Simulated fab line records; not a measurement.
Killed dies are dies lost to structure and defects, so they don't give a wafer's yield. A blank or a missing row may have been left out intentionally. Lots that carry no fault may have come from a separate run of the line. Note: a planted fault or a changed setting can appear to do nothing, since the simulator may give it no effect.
Chamber matching | flow nand harc | NHARC_P_M0_PRE_CLEAN_31 on pecvd-03: 3 sister chambers
The step time 12 s. 6 wafers are shown with their chamber, then 11 later ones without.

== WAFERS PAIRED WITH THEIR CHAMBERS ==
wafer  | chamber | heater power w (W) | rf fwd power W (W)
L089.1 | 0       | 480                | 293.0
L089.4 | 1       | 736                | 292.7
L088.3 | 2       | 597                | 291.7
L088.4 | 1       | 670                | 290.8
L088.6 | 2       | 592                | 292.9
L090.4 | 0       | 558                | 292.7

== WAFERS WITH NO CHAMBER GIVEN ==
wafer  | heater power w (W) | rf fwd power W (W)
L090.5 | 579                | 293.3
L090.6 | 698                | 292.2
L092.2 | 475                | 292.1
L092.4 | 461                | 292.7
L092.6 | 703                | 291.3
L093.1 | 672                | 291.5
L093.5 | 656                | 292.5
L093.6 | 702                | 290.7
L096.1 | 633                | 291.1
L096.5 | 517                | 293.5
L096.6 | 731                | 290.6

== EACH ONE'S CHAMBER ==
wafer  | from the rows above          | in truth
L090.5 | can't be placed: 2 or 0      | 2
L090.6 | can't be placed: 1 or 2      | 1
L092.2 | can't be placed: 0 or 2      | 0
L092.4 | can't be placed: 0 or 2      | 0
L092.6 | 1                            | 1
L093.1 | can't be placed: 1 or 2      | 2
L093.5 | can't be placed: 1 or 2 or 0 | 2
L093.6 | can't be placed: 1 or 2      | 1
L096.1 | can't be placed: 2 or 1 or 0 | 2
L096.5 | can't be placed: 0 or 2      | 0
L096.6 | 1                            | 1
Placed correctly: 2 of 11. Can't be placed from these rows: 9 (the true chamber is among the candidates in 9). Number placed wrongly: 0.
How it was worked out, from the rows above alone: a wafer's distance from a chamber is the root of the sum, over the readings, of the square of ((its reading less the chamber's mean) divided by the reading's scatter). If the next closest chamber is less than 2 further off than the closest, the wafer can't be placed; otherwise it belongs to the closest. The mean given for a chamber averages the wafers shown for that chamber. How the scatter is found: for the shown wafers, subtract from each reading the mean of its chamber, square and add these, divide the total by (wafers less chambers), then take the root.
